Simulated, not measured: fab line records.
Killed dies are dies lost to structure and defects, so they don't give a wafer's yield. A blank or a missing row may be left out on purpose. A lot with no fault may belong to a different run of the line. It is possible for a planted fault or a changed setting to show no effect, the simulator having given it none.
fab line records | flow n5-finfet
record lots=5 wafers=15 last-day=19
route steps=1938 shown BEOL_M3@942 BEOL_M4@1111 PASSIVATION@1936
lots with no fault: from the same line, run without faults
start-h: hours from the record's opening day to when the first of the lot's shown wafers began | wait-h: hours from the lot's prior step to this one | " repeats the value in the row above | L1.1+2: a single row standing in for several wafers | - no value, or no start given | * or withheld: withheld | < > ~ a bound
route shown NAME@n: a module of which the file shows steps, and the number in the route of the first | usual: mean/standard deviation taken from wafers without a fault | same: alike in all rows | chamber/n: place in a boat | sites: each site's reading | _std_site: the values' standard deviation | _edge_site: the outer-site mean with the inner-site mean subtracted | radius-mm: for every site, how far away it sits from the centre of the wafer | mask NAME#n: copy n | behind: the most recent tool/chamber to have shaped the wafer | hold: cause of the lot's hold/its duration in hours/its outcome | device: the transistor (n, p or np) that didn't switch | end of line: tests of these same wafers at the route's end | where a step has no rows: the recipe by itself | killed: dies lost to structure and defects at the first sort, not the wafer's yield | map: the dies of a wafer, with x for killed, . for not killed, _ for no die there
set.NAME: the run value of the setting; set.NAME@STEP: its run value at that earlier step | model.NAME: the simulator's own value behind a step, which no gauge read
certain route steps with their lots: each step a table, each wafer a row
services: when a tool's chamber went out of use (start-h, in hours from the record's first day, below 0 if earlier), for how many hours, and the reason
## steps
# step N5_BEOL_M3_PEB_09
# recipe peb-temp-c=100 peb-time-s=60 resist=CAR-EUV
# step N5_BEOL_M3_DEVELOP_10
# recipe develop-time-s=30 developer=TMAH resist=CAR-EUV rinse-liquid=surfactant-rinse dry=air-spin dev-temp-c=23
# step N5_BEOL_M3_DESCUM_16
# recipe chemistry=O2 time-s=7 source-power-w=50 bias-power-w=20 pressure-mtorr=20 rf-frequency-hz=2.712e+07 temp-c=40 resist=CAR-EUV o2-flow-sccm=225
# step N5_BEOL_M3_ETCH_74
# recipe chemistry=N2/H2 target=underlayer target-depth-a=65 mask-material=CAR-EUV time-s=5.2 ion-energy-ev=200 pressure-mtorr=30 source-w=840 bias-w=150 n2-flow-sccm=200 h2-flow-sccm=200 ends=cleared
# step N5_BEOL_M3_ETCH_63
# recipe chemistry=CF4 target=SiARC target-depth-a=156 mask-material=CAR-EUV time-s=26 ion-energy-ev=80 pressure-mtorr=40 source-w=545 bias-w=36 Ar_flow_sccm=100 cf4-flow-sccm=100 ends=cleared
# step N5_BEOL_M3_ETCH_64
# recipe chemistry=N2/H2 target=SOC target-depth-a=750 overetch-a=150 mask-material=SiARC temp-c=40 time-s=112.5 ion-energy-ev=200 pressure-mtorr=30 source-w=840 bias-w=150 n2-flow-sccm=200 h2-flow-sccm=200
# step N5_BEOL_M3_STRIP_65
# recipe chemistry=N2/H2 temp-c=40 n2-flow-sccm=200 h2-flow-sccm=200 rf-frequency-hz=6e+07
# step N5_BEOL_M3_STRIP_75
# recipe chemistry=N2/H2 temp-c=40 n2-flow-sccm=200 h2-flow-sccm=200 rf-frequency-hz=6e+07
# step N5_BEOL_M3_STRIP_66
# recipe chemistry=CF4 resist=SiARC power-w=300 bias-power-w=75 pressure-mtorr=50 cf4-flow-sccm=150 rf-frequency-hz=6e+07
# step N5_BEOL_M3_HM_OPEN_17
# recipe chemistry=Cl2/BCl3 target-depth-a=200 overetch-a=60 target=TiN mask-material=SOC ion-energy-ev=150 pressure-mtorr=10 icp-w=1000 bias-w=126 Cl2_flow_sccm=53.25 bcl3-flow-sccm=21.75 Ar_flow_sccm=25
# usual drypump-motor-current-A=5.7/0.5 oes-product-au=0.66/0.1 rf-fwd-power-W=994/3.2 throttle-valve-pct=22.10/0.24
# columns lot.wafer tool chamber start-h wait-h drypump-motor-current-A oes-product-au rf-fwd-power-W rf-hours-counter-h throttle-valve-pct model.SOC_of_BEOL_M3_COAT_61.thk-nm
L268.1 rie-metal-01 0 190.19 0.0 6.1 0.53 994 115 22.27 52
L268.3 " 0 " " 6.1 0.53 997 - 22.30 52
L268.5 " 1 " " 4.9 0.52 993 - 22.43 54
L269.3 rie-metal-01 1 195.76 0.1 4.9 0.53 995 - 22.42 54.2
L269.4 " 0 " " 6.1 0.53 991 - 22.30 52
L269.5 " 0 " " 6.1 0.53 993 - 22.30 52
L271.1 rie-metal-01 0 197.00 0.0 6.1 0.53 998 116 22.28 52
L271.2 " 1 " " 4.9 0.52 994 116 22.40 54.2
L271.3 " 0 " " 6.1 0.53 996 - 22.29 52.2
L279.1 rie-metal-03 0 256.81 0.0 6.4 0.69 997 29 22.25 52.4
L279.5 " 1 " " 5.5 0.73 995 - 21.91 52.2
L279.6 " 0 " " 6.4 0.69 996 - 22.23 52.4
L285.1 rie-metal-01 0 312.07 0.0 6.1 0.79 996 3 21.72 52
L285.2 " 1 " " 4.9 0.79 992 2 21.89 52.2
L285.4 " 0 " " 6.1 0.78 998 - 21.74 51.8
# step N5_BEOL_M3_STRIP_19
# recipe chemistry=O2 power-w=400 temp-c=40 pressure-mtorr=30 rf-frequency-hz=6e+07 bias-power-w=0 overash-fraction=0.2 o2-flow-sccm=225
# step N5_BEOL_M4_RC_MEAS_101
# usual DIBL_N=35.1/1.6 DIBL_P=34.9/1.8 IOFF_N=0.143/0.026 IOFF_P=0.21/0.037 ION_N=671/11 ION_P=463/7.8 SS_N=71.2/0.58 SS_P=73.0/0.54 VT_N=251/3 VT_P=-250/4.1
# columns lot.wafer tool chamber start-h wait-h DIBL_N[mV/V] DIBL_P[mV/V] IOFF_N[nA/um] IOFF_P[nA/um] ION_N[uA/um] ION_P[uA/um] SS_N[mV/dec] SS_P[mV/dec] VT_N[mV] VT_P[mV]
L268.1 prober-02 0 211.18 0.0 36.1 37.0 0.181 0.27 673 466 72.0 73.5 248 -244
L268.3 " 0 " " 33.7 34.1 0.138 0.22 664 464 71.2 72.5 249 -245
L268.5 " 0 " " 33.0 33.6 0.137 0.21 675 470 70.8 73.3 249 -246
L271.1 prober-01 0 230.26 0.0 35.8 34.6 0.127 0.18 659 463 71.6 73.2 256 -250
L271.2 " 0 " " 36.2 36.5 0.135 0.23 663 466 71.8 74.0 252 -247
L271.3 " 0 " " 36.0 36.9 0.143 0.23 680 468 71.4 73.0 252 -247
L269.3 prober-01 0 241.31 0.3 33.0 33.6 0.117 0.19 669 462 70.5 72.8 251 -250
L269.4 " 0 " " 33.4 33.3 0.120 0.18 675 469 71.3 72.7 255 -251
L269.5 " 0 " " 35.6 37.2 0.155 0.23 681 468 72.3 73.7 253 -249
L279.1 prober-02 0 311.39 0.0 33.5 31.1 0.101 0.14 657 456 70.3 72.1 253 -255
L279.5 " 0 " " 36.4 35.6 0.141 0.20 661 460 70.5 73.8 252 -253
L279.6 " 0 " " 34.8 33.8 0.121 0.18 674 464 70.5 72.9 251 -254
L285.1 prober-01 0 339.61 0.6 34.2 32.7 0.114 0.20 657 468 70.9 72.2 254 -250
L285.2 " 0 " " 36.7 33.9 0.153 0.22 662 460 72.7 72.5 253 -246
L285.4 " 0 " " 36.3 35.8 0.155 0.26 670 474 71.6 73.3 251 -245
# step N5_PASSIVATION_PROBE_49
# usual defect-limited-yield=91.1/1.4 killed_at_M0_to_M3=36/11 killed_at_M4_up=14/5.2 killed-at-contacts=12/6.1 killed-at-front-end=40/12 killed-at-other=3.2/2.5 killed-dies=105/16 killed-open=68/12 killed-short=35/8.7 sort_bin_5_function=5.2/0.89 sort_bin_6_memory=3.3/0.66 sort-n-pass=1074/16 sort-yield-pct=91.1/1.4
# same gross-dies=1180 killed-at-back-side=0 sort_bin_4_leakage[%]=0 sort_bin_8_speed[%]=0
# columns lot.wafer tool chamber start-h wait-h defect-limited-yield[%] killed_at_M0_to_M3 killed_at_M4_up killed-at-contacts killed-at-front-end killed-at-other killed-dies killed-open killed-short sort_bin_5_function[%] sort_bin_6_memory[%] sort-n-pass sort-yield-pct[%]
L268.1 prober-01 - 332.86 0.0 90.8 58 7 13 27 3 108 70 38 5.8 3.1 1072 90.8
L268.3 prober-01 - 332.96 0.1 91.1 36 18 12 36 3 105 63 41 5.0 3.7 1075 91.1
L268.5 prober-01 - 333.06 0.2 91.1 52 12 8 27 6 105 64 38 5.8 2.8 1075 91.1
L271.1 prober-02 - 338.19 0.0 92.4 27 18 11 30 4 90 57 29 4.3 3.2 1090 92.4
L271.2 prober-02 - 338.24 0.1 90.7 52 22 5 29 2 110 73 32 5.8 3.1 1070 90.7
L271.3 prober-02 - 338.29 0.1 93.2 29 13 3 30 5 80 54 25 4.5 2.2 1100 93.2
L269.3 prober-02 - 352.82 0.1 91.7 32 12 15 33 6 98 66 30 5.3 2.7 1082 91.7
L269.4 prober-02 - 352.87 0.2 90.2 39 11 9 53 4 116 84 30 5.4 3.6 1064 90.2
L269.5 prober-02 - 352.92 0.2 92.5 37 8 15 26 2 88 68 19 4.7 2.7 1092 92.5
L279.1 prober-01 - 411.98 0.0 92.9 30 9 9 35 1 84 56 28 4.4 2.5 1096 92.9
L279.5 prober-01 - 412.18 0.2 94.1 15 14 11 24 6 70 46 23 3.9 1.9 1110 94.1
L279.6 prober-01 - 412.23 0.3 93.7 33 7 9 23 2 74 44 29 4.2 1.9 1106 93.7
L285.1 prober-02 - 458.35 0.0 89.7 44 19 8 46 4 121 87 32 5.7 4.2 1059 89.7
L285.2 prober-02 - 458.40 0.1 93.0 49 9 7 18 0 83 54 26 4.0 3.0 1097 93.0
L285.4 prober-02 - 458.50 0.2 91.6 44 13 19 22 1 99 69 28 4.7 3.6 1081 91.6
# killed by level:class
L268.1 BEOL_M0_SAQP:geometric-particle:short=15 BEOL_M0_SAQP:geometric-particle:open=14 BEOL_M2:geometric-particle:open=14 MOL_CONTACT_COAG:geometric-particle:open=10 BEOL_M2:geometric-particle:short=7 BEOL_M1:geometric-particle:open=6 FIN_SAQP:geometric-particle:short=4 STI_FIN_REVEAL:geometric-particle:open=4
L268.3 FIN_SAQP:geometric-particle:short=12 MOL_CONTACT_COAG:geometric-particle:open=10 BEOL_M0_SAQP:geometric-particle:short=8 BEOL_M2:geometric-particle:open=8 BEOL_M4:geometric-particle:open=7 BEOL_M0_SAQP:geometric-particle:open=6 BEOL_M3:geometric-particle:open=6 FIN_SAQP:geometric-particle:open=4
L268.5 BEOL_M0_SAQP:geometric-particle:open=15 BEOL_M0_SAQP:geometric-particle:short=14 FIN_SAQP:geometric-particle:open=9 MOL_CONTACT_COAG:geometric-particle:open=8 BEOL_M2:geometric-particle:open=6 BEOL_M1:geometric-particle:open=5 BEOL_M3:geometric-particle:open=4 BEOL_M4:geometric-particle:open=4
L271.1 BEOL_M4:geometric-particle:open=10 MOL_CONTACT_COAG:geometric-particle:open=9 DUMMY_GATE:geometric-particle:open=5 BEOL_M0_SAQP:geometric-particle:short=5 BEOL_M0_SAQP:geometric-particle:open=4 BEOL_M1:geometric-particle:open=4 BEOL_M2:geometric-particle:open=4 BEOL_M3:geometric-particle:open=4
L271.2 BEOL_M2:geometric-particle:open=20 BEOL_M3:geometric-particle:open=18 FIN_SAQP:geometric-particle:open=9 BEOL_M4:geometric-particle:open=7 FIN_SAQP:geometric-particle:short=5 GATE_CUT:geometric-particle:short=5 BEOL_M8:coat-microbubble-printed=4 MOL_CONTACT_COAG:geometric-particle:open=4
L271.3 BEOL_M0_SAQP:geometric-particle:open=13 STI_FIN_REVEAL:geometric-particle:open=7 BEOL_M0_SAQP:geometric-particle:short=6 BEOL_M2:geometric-particle:open=6 BEOL_M4:geometric-particle:open=5 FIN_SAQP:geometric-particle:short=4 DUMMY_GATE:geometric-particle:open=4 FIN_SAQP:geometric-particle:open=3
L269.3 MOL_CONTACT_COAG:geometric-particle:open=12 STI_FIN_REVEAL:geometric-particle:open=9 BEOL_M0_SAQP:geometric-particle:open=6 BEOL_M2:geometric-particle:open=6 STI_FIN_REVEAL:geometric-particle:short=5 BEOL_M0:geometric-particle:open=5 BEOL_M3:geometric-particle:short=5 DUMMY_GATE:geometric-particle:open=4
L269.4 STI_FIN_REVEAL:geometric-particle:open=24 BEOL_M2:geometric-particle:open=10 MOL_CONTACT_COAG:geometric-particle:open=9 FIN_SAQP:geometric-particle:open=8 FIN_SAQP:geometric-particle:short=7 STI_FIN_REVEAL:geometric-particle:short=6 BEOL_M0_SAQP:geometric-particle:short=6 BEOL_M3:geometric-particle:open=5
L269.5 MOL_CONTACT_COAG:geometric-particle:open=14 STI_FIN_REVEAL:geometric-particle:open=12 BEOL_M1:geometric-particle:open=10 BEOL_M2:geometric-particle:open=8 BEOL_M0_SAQP:geometric-particle:short=7 BEOL_M0_SAQP:geometric-particle:open=6 DUMMY_GATE:geometric-particle:open=5 BEOL_M3:geometric-particle:open=5
L279.1 FIN_SAQP:geometric-particle:open=13 MOL_CONTACT_COAG:geometric-particle:open=8 BEOL_M2:geometric-particle:open=8 FIN_SAQP:geometric-particle:short=6 STI_FIN_REVEAL:geometric-particle:open=6 BEOL_M0_SAQP:geometric-particle:short=6 BEOL_M1:geometric-particle:open=4 DUMMY_GATE:geometric-particle:open=3
L279.5 MOL_CONTACT_COAG:geometric-particle:open=9 FIN_SAQP:geometric-particle:short=7 STI_FIN_REVEAL:geometric-particle:open=7 BEOL_M8:geometric-particle:open=6 BEOL_M3:geometric-particle:open=5 BEOL_M0_SAQP:geometric-particle:short=4 BEOL_M4:geometric-particle:open=4 MIM_TOP:geometric-particle:open=3
L279.6 BEOL_M3:geometric-particle:open=8 BEOL_M0_SAQP:geometric-particle:open=8 FIN_SAQP:geometric-particle:short=7 FIN_SAQP:geometric-particle:open=6 MOL_CONTACT_COAG:geometric-particle:open=4 MOL_CONTACT_COAG:geometric-particle:short=4 BEOL_M0_SAQP:geometric-particle:short=4 BEOL_M0:geometric-particle:open=4
L285.1 STI_FIN_REVEAL:geometric-particle:open=15 BEOL_M2:geometric-particle:open=14 FIN_SAQP:geometric-particle:open=8 MOL_CONTACT_COAG:geometric-particle:open=8 BEOL_M0_SAQP:geometric-particle:open=6 BEOL_M1:geometric-particle:open=5 STARTING-WAFER:geometric-particle:open=5 BEOL_M0_SAQP:geometric-particle:short=4
L285.2 BEOL_M2:geometric-particle:open=15 BEOL_M0_SAQP:geometric-particle:open=8 BEOL_M0_SAQP:geometric-particle:short=8 MOL_CONTACT_COAG:geometric-particle:open=7 BEOL_M1:geometric-particle:open=5 GATE_CUT:geometric-particle:open=4 BEOL_M0:geometric-particle:short=4 STI_FIN_REVEAL:geometric-particle:open=3
L285.4 BEOL_M2:geometric-particle:open=17 MOL_CONTACT_COAG:geometric-particle:open=15 BEOL_M0_SAQP:geometric-particle:short=7 BEOL_M0:geometric-particle:short=6 BEOL_M5:geometric-particle:open=6 STI_FIN_REVEAL:geometric-particle:open=5 MOL_CONTACT_COAG:geometric-particle:short=4 BEOL_M0_SAQP:geometric-particle:open=4
## services
# columns tool chamber start-h hours kind
rie-metal-01 - 238.53 0.7 repair
rie-metal-01 0 257.63 - clean
rie-metal-01 0 257.63 19.7 scheduled-down
rie-metal-01 0 257.63 19.7 vent-cycle
rie-metal-01 1 277.35 - clean
rie-metal-01 1 277.35 10.3 scheduled-down
rie-metal-01 1 277.35 10.3 vent-cycle
rie-metal-01 - 308.64 2.8 pm
## key
first-sign none at tools or gauges
model-effect step=N5_BEOL_M3_HM_OPEN_17 value=SOC_of_BEOL_M3_COAT_61.thk-nm without=52.2 struck=54.13
met-at N5_BEOL_M3_HM_OPEN_17
struck-wafers L268.5,L269.3,L271.2
fault kind=process-parameter-drift tool=rie-metal-01 chamber=1 onset-h=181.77 steps=N5_BEOL_M3_HM_OPEN_17 channel=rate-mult offset=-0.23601 shape=step end-h=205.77
